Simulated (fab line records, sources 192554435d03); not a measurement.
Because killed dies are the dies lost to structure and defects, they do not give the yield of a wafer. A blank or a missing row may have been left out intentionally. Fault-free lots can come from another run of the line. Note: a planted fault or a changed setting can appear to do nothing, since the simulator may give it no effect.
fab line records | flow n5_finfet | part 1 of 2: steps 1 to 21 of 28
record: lots: 5 wafers: 15 last_day: 16
route steps=1938 shown BEOL_M7@1308 BEOL_M8@1332
lots untouched by any fault: they come from a run of this same line in which no faults occurred
start_h: the number of hours between the record's first day and the start of the first shown wafer of the lot | wait_h: hours since the lot's step before | " as in the row above | L1.1+2: one row covering several wafers at once | - no value, or no start was given | * or withheld: withheld | < > ~ a bound
route shown NAME@n: a module of which the file shows steps, and the number in the route of the first | usual: the fault-free wafers' mean and standard deviation | same: alike in all rows | chamber/n: place in a boat | sites: readings site by site | _std_site: how widely they spread, as a standard deviation | _edge_site: inner sites' mean taken away from outer sites' mean | radius_mm: for every site, how far away it sits from the centre of the wafer | mask NAME#n: copy n | behind: the tool/chamber that last shaped the wafer | hold: cause of the lot's hold/its duration in hours/its outcome | device: names the non-switching transistor (n, p or np) | end of line: tests of these same wafers at the route's end | step lacking rows: just its recipe | killed: dies that structure and defects cost at the first sort, which is not the same as the wafer's yield | map: a wafer's dies, marking killed ones x, the rest . and places with no die _
set.NAME: the setting as run; set.NAME@STEP: as run at that earlier step | model.NAME: the simulator's own value behind a step, which no gauge read
certain route steps with their lots: each step a table, each wafer a row
services: from which hour (start_h, from the record's first day; less than 0 if before it) a tool's chamber was out of use, for how many hours, and why
== steps ==
step: N5_BEOL_M7_TRENCH_ETCH_37
recipe: chemistry: C4F6/O2 target_depth_a: 934.78 target: SiCOH_lowk time_s: 31.2 ion_energy_ev: 250 pressure_mtorr: 30 source_w: 345 bias_w: 185 Ar_flow_sccm: 300 C4F6_flow_sccm: 10 O2_flow_sccm: 10
usual: C4F6_flow_sccm: 10.00/0.03 drypump_motor_current_A: 5.9/0.39 oes_ar_750_au: 0.76/0.086 oes_o_777_au: 0.76/0.094 oes_product_au: 0.75/0.09 rf_fwd_power_W: 340.6/1.8 rf_vpp_V: 666/9.7 showerhead_plenum_p_Torr: 2.82/0.1 throttle_valve_pct: 21.03/0.28
columns lot.wafer tool chamber start_h wait_h C4F6_flow_sccm drypump_motor_current_A oes_ar_750_au oes_o_777_au oes_product_au rf_fwd_power_W rf_hours_counter_h rf_vpp_V showerhead_plenum_p_Torr throttle_valve_pct
L079.2 rie_diel-05 3 - - 9.97 6.2 0.69 0.70 0.68 335.1 228 683 2.93 21.14
L079.5 " 3 " " 10.03 6.2 0.69 0.70 0.68 334.8 - 685 2.93 21.15
L079.6 " 0 " " 10.01 6.4 0.95 0.95 0.94 341.5 - 663 3.01 21.03
L078.1 rie_diel-01 1 - - 9.98 6.1 0.70 0.70 0.69 343.7 228 666 2.81 21.17
L078.5 " 1 " " 10.00 6.1 0.70 0.69 0.69 342.9 - 666 2.81 21.16
L078.6 " 2 " " 9.95 5.2 0.90 0.93 0.89 341.5 - 671 2.78 20.78
L082.2 rie_diel-05 3 - - 9.98 6.1 0.68 0.70 0.67 335.2 233 685 2.93 21.15
L082.3 " 0 " " 9.98 6.4 0.93 0.94 0.92 343.3 12 662 3.01 21.03
L082.6 " 3 " " 9.96 6.1 0.69 0.70 0.67 335.7 - 684 2.93 21.16
L085.1 rie_diel-01 1 - - 9.98 6.1 0.69 0.69 0.68 343.8 239 666 2.80 21.18
L085.2 " 0 " " 10.02 6.2 0.69 0.69 0.70 338.0 235 664 2.70 21.13
L085.4 " 0 " " 10.04 6.2 0.69 0.69 0.69 339.3 - 666 2.70 21.10
L089.3 rie_diel-06 2 - - 9.99 5.7 0.77 0.77 0.76 340.0 172 655 2.62 21.10
L089.5 " 3 " " 9.99 6.2 0.71 0.69 0.71 342.1 - 666 2.82 21.40
L089.6 " 0 " " 10.05 5.7 0.73 0.71 0.72 341.4 - 654 2.84 21.19
step: N5_BEOL_M7_ETCH_41
recipe: chemistry: CH3F/O2 target: SiCN target_depth_a: 319 taper_deg: 2 time_s: 57.8 ion_energy_ev: 120 mask_material: TiN pressure_mtorr: 30 source_w: 395 bias_w: 75 Ar_flow_sccm: 150 CH3F_flow_sccm: 30 O2_flow_sccm: 20
usual: drypump_motor_current_A: 5.9/0.39 oes_product_au: 0.75/0.09 rf_fwd_power_W: 391.4/1.9 rf_vpp_V: 297.0/1.6 showerhead_plenum_p_Torr: 1.98/0.076 throttle_valve_pct: 16.44/0.26
columns lot.wafer tool chamber start_h wait_h drypump_motor_current_A oes_product_au rf_fwd_power_W rf_hours_counter_h rf_vpp_V showerhead_plenum_p_Torr throttle_valve_pct
L079.2 rie_diel-05 3 - - 6.2 0.68 387.4 228 298.7 2.07 16.61
L079.5 " 3 " " 6.1 0.68 388.4 - 298.2 2.07 16.59
L079.6 " 0 " " 6.4 0.92 393.9 - 299.0 2.12 16.40
L078.1 rie_diel-01 1 - - 6.1 0.70 393.1 228 296.8 1.97 16.61
L078.5 " 1 " " 6.1 0.70 393.2 - 298.2 1.97 16.60
L078.6 " 2 " " 5.2 0.89 390.3 - 295.9 1.95 16.15
L082.2 rie_diel-05 3 - - 6.2 0.68 390.3 233 299.9 2.06 16.62
L082.3 " 0 " " 6.4 0.92 390.0 12 299.0 2.12 16.41
L082.6 " 3 " " 6.1 0.67 388.3 - 296.4 2.06 16.63
L085.1 rie_diel-01 1 - - 6.1 0.68 393.5 239 296.6 1.97 16.64
L085.2 " 0 " " 6.2 0.69 389.5 235 295.0 1.89 16.52
L085.4 " 0 " " 6.2 0.69 389.4 - 295.6 1.89 16.51
L089.3 rie_diel-06 2 - - 5.6 0.76 391.7 172 295.1 1.83 16.51
L089.5 " 3 " " 6.2 0.70 392.3 - 298.3 1.98 16.79
L089.6 " 0 " " 5.6 0.72 392.5 - 297.3 1.99 16.57
step: N5_BEOL_M7_STRIP_80
recipe: chemistry: N2/H2 time_s: 10 power_w: 450 temp_c: 40 pressure_mtorr: 20 rf_frequency_hz: 6e+07 bias_power_w: 7 n2_flow_sccm: 200 h2_flow_sccm: 200
usual: bias_power_w: 7.003/0.021 drypump_motor_current_A: 5.9/0.39 oes_product_au: 0.75/0.088 rf_vpp_V: 59.2/0.85 showerhead_plenum_p_Torr: 2.51/0.098 throttle_valve_pct: 23.8/0.41
columns lot.wafer tool chamber start_h wait_h bias_power_w drypump_motor_current_A oes_product_au rf_hours_counter_h rf_vpp_V showerhead_plenum_p_Torr throttle_valve_pct
L079.2 rie_diel-05 3 - - 7.050 6.2 0.67 228 58.3 2.63 23.8
L079.5 " 3 " " 7.032 6.2 0.68 - 58.8 2.63 23.8
L079.6 " 0 " " 7.039 6.4 0.93 - 59.6 2.72 24.0
L078.1 rie_diel-01 1 - - 7.003 6.1 0.70 228 59.4 2.49 23.8
L078.5 " 1 " " 6.969 6.1 0.69 - 59.8 2.49 23.8
L078.6 " 2 " " 7.003 5.2 0.87 - 58.3 2.47 23.7
L082.2 rie_diel-05 3 - - 6.998 6.1 0.67 233 59.6 2.62 23.8
L082.3 " 0 " " 6.993 6.4 0.91 12 61.1 2.72 24.0
L082.6 " 3 " " 7.040 6.2 0.67 - 60.4 2.62 23.8
L085.1 rie_diel-01 1 - - 7.009 6.1 0.70 239 58.7 2.49 23.9
L085.2 " 0 " " 6.950 6.2 0.70 235 58.6 2.39 24.1
L085.4 " 0 " " 6.996 6.2 0.71 - 59.1 2.39 24.1
L089.3 rie_diel-06 2 - - 7.046 5.6 0.76 172 57.9 2.33 23.8
L089.5 " 3 " " 6.982 6.2 0.71 - 58.8 2.52 24.3
L089.6 " 0 " " 7.004 5.7 0.72 - 59.6 2.53 24.2
step: N5_BEOL_M7_OCD_MEAS_38
usual: trench_depth_nm: 93.1/1.7
columns lot.wafer tool chamber start_h wait_h trench_depth_nm
L079.2 ocd-02 - 230.88 - 92.8
L079.5 " - " " 93.1
L079.6 " - " " 93.8
L078.1 ocd-01 - 230.92 - 88.5
L078.5 " - " " 88.1
L078.6 " - " " 94.9
L082.2 ocd-01 - 248.44 - 92.7
L082.3 " - " " 93.5
L082.6 " - " " 93.2
L085.1 ocd-02 - 269.55 - 88.5
L085.2 " - " " 92.6
L085.4 " - " " 91.8
L089.3 ocd-02 - 306.11 - 95.4
L089.5 " - " " 92.2
L089.6 " - " " 91.6
step: N5_BEOL_M7_HM_STRIP_39
recipe: chemistry: peroxide_tin_strip material: TiN target_depth_a: 250 temp_c: 50 time_s: 158
columns lot.wafer tool chamber start_h wait_h
L079.2+5+6 wet_bench-02 4,5,7 230.91 0.0
L078.1+5+6 wet_bench-01 4,0,7 230.95 0.0
L082.2+3+6 wet_bench-01 4,1,5 248.47 0.0
L085.1+2+4 wet_bench-01 6,4,2 269.58 0.0
L089.3+5+6 wet_bench-02 2,6,4 306.14 0.0
step: N5_BEOL_M7_SRD_40
recipe: time_s: 30 temp_c: 23 rinse_liquid: diw dry: ipa_marangoni
columns lot.wafer tool chamber start_h wait_h
L079.2+5+6 wet_bench-02 4,5,7 230.96 0.0
L078.1+5+6 wet_bench-01 4,0,7 231.00 0.0
L082.2+3+6 wet_bench-01 4,1,5 248.53 0.0
L085.1+2+4 wet_bench-01 6,4,2 269.63 0.0
L089.3+5+6 wet_bench-02 2,6,4 306.19 0.0
step: N5_BEOL_M7_PRECLEAN_42
recipe: chemistry: residue_remover time_s: 60 temp_c: 40
columns lot.wafer tool chamber start_h wait_h
L079.2+5+6 wet_bench-02 4,5,7 230.98 0.0
L078.1+5+6 wet_bench-01 4,0,7 231.02 0.0
L082.2+3+6 wet_bench-01 4,1,5 248.55 0.0
L085.1+2+4 wet_bench-01 6,4,2 269.65 0.0
L089.3+5+6 wet_bench-02 2,6,4 306.21 0.0
step: N5_BEOL_M7_SRD_43
recipe: time_s: 30 temp_c: 23 rinse_liquid: diw dry: ipa_marangoni
columns lot.wafer tool chamber start_h wait_h
L079.2+5+6 wet_bench-02 4,5,7 230.99 0.0
L078.1+5+6 wet_bench-01 4,0,7 231.04 0.0
L082.2+3+6 wet_bench-01 4,1,5 248.57 0.0
L085.1+2+4 wet_bench-01 6,4,2 269.66 0.0
L089.3+5+6 wet_bench-02 2,6,4 306.23 0.0
step: N5_BEOL_M7_CD_MEAS_35
recipe: target_cd_nm: 40 polarity: opening
usual: cd_nm: 40.4/0.61
columns lot.wafer tool chamber start_h wait_h cd_nm
L079.2 cd_sem-03 - 231.03 0.0 39.8
L079.5 " - " " 40.6
L079.6 " - " " 40.6
L078.1 cd_sem-02 - 231.08 0.0 40.3
L078.5 " - " " 40.4
L078.6 " - " " 40.8
L082.2 cd_sem-01 - 248.61 0.0 40.0
L082.3 " - " " 41.2
L082.6 " - " " 40.4
L085.1 cd_sem-01 - 269.70 0.0 40.2
L085.2 " - " " 39.9
L085.4 " - " " 40.4
L089.3 cd_sem-01 - 306.28 0.0 41.1
L089.5 " - " " 40.4
L089.6 " - " " 40.8
step: N5_BEOL_M7_CURE_75
recipe: temp_c: 370 time_s: 120 ambient: DMADMS/He material: SiCOH_lowk
usual: lamp_power_pct: 52.31/0.056 wafer_temp_C_max: 371.9/0.85
columns lot.wafer tool chamber start_h wait_h lamp_power_pct wafer_temp_C_max
L079.2 uv_cure-02 0 231.12 0.1 52.33 371.6
L079.5 " 0 " " 52.42 371.4
L079.6 " 0 " " 52.33 370.7
L078.1 uv_cure-01 1 231.20 0.1 52.35 372.9
L078.5 " 1 " " 52.31 373.0
L078.6 " 1 " " 52.29 373.4
L082.2 uv_cure-03 0 248.70 0.1 52.34 373.1
L082.3 " 0 " " 52.34 373.0
L082.6 " 0 " " 52.35 372.6
L085.1 uv_cure-03 1 269.74 0.0 52.38 371.3
L085.2 " 1 " " 52.24 372.3
L085.4 " 1 " " 52.33 372.0
L089.3 uv_cure-03 1 306.41 0.1 52.30 371.7
L089.5 " 1 " " 52.28 371.5
L089.6 " 1 " " 52.34 371.4
step: N5_BEOL_M7_DEGAS_44
recipe: ambient: vacuum temp_c: 250 time_s: 60
usual: heater_power_w: 327/29
columns lot.wafer tool chamber start_h wait_h heater_power_w
L079.2 pvd_sputter-02 - 231.70 0.5 321
L079.5 " - " " 289
L079.6 " - " " 369
L078.1 pvd_sputter-02 - 231.78 0.5 355
L078.5 " - " " 297
L078.6 " - " " 361
L082.2 pvd_sputter-02 - 249.09 0.3 300
L082.3 " - " " 362
L082.6 " - " " 324
L085.1 pvd_sputter-02 - 270.20 0.4 367
L085.2 " - " " 292
L085.4 " - " " 321
L089.3 pvd_sputter-02 - 306.88 0.4 326
L089.5 " - " " 295
L089.6 " - " " 321
step: N5_BEOL_M7_PRE_CLEAN_45
recipe: gas: H2/He time_s: 30 temp_c: 250
usual: heater_power_w: 326/29
columns lot.wafer tool chamber start_h wait_h heater_power_w
L079.2 pvd_sputter-02 - 231.74 0.0 329
L079.5 " - " " 289
L079.6 " - " " 368
L078.1 pvd_sputter-02 - 231.82 0.0 370
L078.5 " - " " 296
L078.6 " - " " 351
L082.2 pvd_sputter-02 - 249.13 0.0 288
L082.3 " - " " 361
L082.6 " - " " 327
L085.1 pvd_sputter-02 - 270.24 0.0 358
L085.2 " - " " 289
L085.4 " - " " 326
L089.3 pvd_sputter-02 - 306.92 0.0 326
L089.5 " - " " 300
L089.6 " - " " 327
step: N5_BEOL_M7_ALD_77
recipe: material: TaN target_thk_a: 20 temp_c: 275 ald_precursor_family: PDMAT ald_co_reactant: NH3 pressure_torr: 3 carrier_flow_sccm: 1500 pulse_time_s: 2 purge_time_s: 3 co_reactant_purge_time_s: 2 co_reactant_pulse_time_s: 3 ald_cycles: 40 precursor_vessel_temp_c: 75 precursor_vessel_pressure_torr: 26.25 precursor_vessel_carrier_sccm: 1000
usual: chamber_pressure_Torr: 3.000/0.0058 heater_power_w: 447/45
columns lot.wafer tool chamber start_h wait_h chamber_pressure_Torr heater_power_w
L078.1 ald_metal-03 0 231.96 0.1 2.991 516
L078.5 " 1 " " 2.997 425
L078.6 " 0 " " 3.003 533
L079.2 ald_metal-02 3 231.96 0.2 3.005 387
L079.5 " 2 " " 3.003 431
L079.6 " 1 " " 2.996 468
L082.2 ald_metal-04 3 249.19 0.0 3.002 417
L082.3 " 1 " " 2.993 474
L082.6 " 2 " " 3.003 501
L085.1 ald_metal-04 1 270.30 0.0 2.997 486
L085.2 " 3 " " 2.998 434
L085.4 " 2 " " 2.998 506
L089.3 ald_metal-03 1 307.04 0.1 3.000 428
L089.5 " 1 " " 3.001 431
L089.6 " 2 " " 3.000 381
step: N5_BEOL_M7_SURFACE_TREAT_79
recipe: gas: Ar time_s: * ion_energy_ev: * ion_current_ma_cm2: 0.5 pressure_mtorr: * ar_flow_sccm: 30
usual: throttle_valve_pct: *
columns lot.wafer tool chamber start_h wait_h throttle_valve_pct
L079.2 pvd_sputter-02 - 232.32 0.2 *
L079.5 " - " " *
L079.6 " - " " *
L078.1 pvd_sputter-02 - 232.36 0.3 *
L078.5 " - " " *
L078.6 " - " " *
L082.2 pvd_sputter-03 - 250.58 1.3 *
L082.3 " - " " *
L082.6 " - " " *
L085.1 pvd_sputter-03 - 270.70 0.3 *
L085.2 " - " " *
L085.4 " - " " *
L089.3 pvd_sputter-02 - 307.36 0.2 *
L089.5 " - " " *
L089.6 " - " " *
step: N5_BEOL_M7_CVD_78
recipe: material: Co target_thk_a: 20 temp_c: withheld precursor: CCTBA/H2 pressure_torr: 30 time_s: 142.3
usual: chamber_pressure_Torr: 29.99/0.061
columns lot.wafer tool chamber start_h wait_h chamber_pressure_Torr
L079.2 cvd_co-01 2 232.38 0.0 29.91
L079.5 " 1 " " 30.02
L079.6 " 0 " " 30.00
L078.1 cvd_co-02 1 232.44 0.1 30.00
L078.5 " 0 " " 29.91
L078.6 " 1 " " 30.02
L082.2 cvd_co-01 1 250.65 0.0 29.87
L082.3 " 0 " " 29.97
L082.6 " 2 " " 29.98
L085.1 cvd_co-01 0 270.81 0.1 29.95
L085.2 " 2 " " 30.00
L085.4 " 0 " " 30.04
L089.3 cvd_co-01 2 307.43 0.0 29.97
L089.5 " 1 " " 30.13
L089.6 " 0 " " 30.07
step: N5_BEOL_M7_SPUTTER_48
recipe: material: Cu target_thk_a: 100 temp_c: -20 bias_v: 60 power_w: 26000 chamber_pressure_pa: 0.13 time_s: 1.667
usual: bias_v: 60.1/0.63 chamber_pressure_pa: 0.12999/0.00029 throttle_valve_pct: 29.7/1.1
columns lot.wafer tool chamber start_h wait_h bias_v chamber_pressure_pa throttle_valve_pct
L079.2 pvd_sputter-02 - 232.56 0.1 58.8 0.12977 30.2
L079.5 " - " " 60.8 0.12968 30.3
L079.6 " - " " 60.5 0.12998 29.0
L078.1 pvd_sputter-03 - 232.58 0.1 60.9 0.12978 31.5
L078.5 " - " " 58.9 0.13042 28.1
L078.6 " - " " 59.2 0.13018 31.7
L082.2 pvd_sputter-01 - 250.82 0.1 60.9 0.13011 28.9
L082.3 " - " " 60.1 0.13012 28.7
L082.6 " - " " 60.4 0.13016 29.1
L085.1 pvd_sputter-03 - 270.94 0.1 61.0 0.12961 29.4
L085.2 " - " " 59.6 0.13014 31.7
L085.4 " - " " 60.4 0.12969 28.1
L089.3 pvd_sputter-02 - 307.62 0.2 60.1 0.13002 29.3
L089.5 " - " " 60.5 0.13001 29.7
L089.6 " - " " 59.9 0.1304 29.0
step: N5_BEOL_M7_ECD_50
recipe: material: Cu target_thk_a: 3000
columns lot.wafer tool chamber start_h wait_h
L079.2+5+6 ecd_cu-01 0,0,1 232.68 0.1
L078.1+5+6 ecd_cu-02 0,1,0 232.70 0.1
L082.2+3+6 ecd_cu-01 0,1,0 250.94 0.1
L085.1+2+4 ecd_cu-02 0,1,1 271.05 0.1
L089.3+5+6 ecd_cu-02 0,0,1 307.77 0.1
step: N5_BEOL_M7_ANNEAL_51
recipe: temp_c: 225 time_s: 90 ambient: N2
usual: wafer_temp_C_max: 226.0/0.34
columns lot.wafer tool chamber start_h wait_h wafer_temp_C_max
L079.2 rtp_anneal-02 0 233.07 0.4 226.4
L079.5 " 0 " " 226.3
L079.6 " 0 " " 226.4
L078.1 rtp_anneal-01 0 233.14 0.4 226.0
L078.5 " 0 " " 225.6
L078.6 " 0 " " 225.6
L082.2 rtp_anneal-01 0 251.14 0.2 226.2
L082.3 " 0 " " 225.7
L082.6 " 0 " " 226.0
L085.1 rtp_anneal-01 0 271.48 0.4 225.7
L085.2 " 0 " " 225.8
L085.4 " 0 " " 226.0
L089.3 rtp_anneal-02 0 308.14 0.4 226.6
L089.5 " 0 " " 226.4
L089.6 " 0 " " 225.9
step: N5_BEOL_M7_CMP_52
recipe: stop_on: SiCOH_lowk t_overpolish_s: 6.9 down_force_psi: 1 platen_rpm: 50 clearing_platen_down_force_psi: 1.5 clearing_platen_rpm: 50 post_cmp_clean: cu_alkaline target_thk_nm: 80 clearing_platen_pad_velocity_m_s: 0.99484 pad_velocity_m_s: 0.99484
usual: barrier_field_endpoint_s: 28.9/0.78 clearing_platen_rpm: 50.003/0.027 head_pressure_psi: 1.0000/0.0024 motor_current_A: 6.0/0.44 overpolish_run_s: 6.900/0.0093 platen_rpm: 50.00/0.032 time_to_endpoint_s: 63/3.1
columns lot.wafer tool chamber start_h wait_h barrier_field_endpoint_s clearing_platen_rpm head_pressure_psi motor_current_A overpolish_run_s platen_rpm time_to_endpoint_s
L079.2 cmp-02 2 233.36 0.2 29.5 49.976 0.9996 6.6 6.889 50.03 67
L079.6 " 1 " " 30.2 49.980 0.9994 6.0 6.898 49.95 67
L079.5 " 2 " " 29.7 49.992 0.9972 7.0 6.921 50.03 67
L078.1 cmp-04 3 233.48 0.3 28.9 50.039 0.9978 6.4 6.914 50.01 65
L078.5 " 2 " " 28.6 50.010 0.9979 6.2 6.891 50.07 55
L078.6 " 3 " " 30.0 49.997 0.9979 6.5 6.905 49.98 66
L082.3 cmp-04 1 251.45 0.2 30.3 49.990 0.9984 5.9 6.888 50.00 64
L082.2 " 2 " " 28.6 49.968 1.0010 6.1 6.884 49.99 57
L082.6 " 1 " " 29.9 50.008 1.0006 5.5 6.893 49.96 64
L085.4 cmp-02 1 271.99 0.3 29.9 50.017 0.9969 6.1 6.895 50.01 63
L085.1 " 2 " " 30.1 50.014 1.0001 6.8 6.878 49.99 65
L085.2 " 3 " " 28.7 49.988 1.0005 5.3 6.900 50.01 64
L089.3 cmp-04 2 308.42 0.2 27.5 50.009 1.0020 6.2 6.908 50.02 62
L089.6 " 0 " " 29.4 49.969 1.0008 5.6 6.897 49.99 66
L089.5 " 1 " " 29.3 49.991 0.9940 5.8 6.907 50.03 66
step: N5_BEOL_M7_THK_MEAS_53
recipe: thk_meas_gauge: xrf reads: Cu_of_BEOL_M7_ECD_50
usual: M7_THK: 79.0/2.3
columns lot.wafer tool chamber start_h wait_h M7_THK[nm]
L079.2 film_metro-02 - 233.61 - 80.1
L079.5 " - " " 79.0
L079.6 " - " " 81.5
L078.1 film_metro-02 - 233.73 - 75.0
L078.5 " - " " 71.6
L078.6 " - " " 80.1
L082.2 film_metro-02 - 251.75 - 78.0
L082.3 " - " " 79.5
L082.6 " - " " 80.5
L085.1 film_metro-02 - 272.25 - 73.1
L085.2 " - " " 78.2
L085.4 " - " " 77.7
L089.3 film_metro-02 - 308.64 - 79.3
L089.5 " - " " 78.9
L089.6 " - " " 77.5
step: N5_BEOL_M7_PRE_CLEAN_55
recipe: gas: NH3 time_s: 15 temp_c: withheld rf_power_w: 300
usual: rf_fwd_power_W: 294.9/1.5
columns lot.wafer tool chamber start_h wait_h rf_fwd_power_W
L079.2 pecvd-04 1 233.65 0.0 294.3
L079.5 " 0 " " 296.6
L079.6 " 2 " " 295.3
L078.1 pecvd-02 0 233.77 0.0 295.4
L078.5 " 0 " " 295.2
L078.6 " 1 " " 294.3
L082.2 pecvd-04 2 251.78 0.0 295.9
L082.3 " 1 " " 293.9
L082.6 " 2 " " 293.9
L085.1 pecvd-01 2 272.29 0.0 295.5
L085.2 " 0 " " 296.0
L085.4 " 0 " " 294.6
L089.3 pecvd-04 1 308.68 0.0 294.0
L089.5 " 2 " " 294.5
L089.6 " 0 " " 296.4
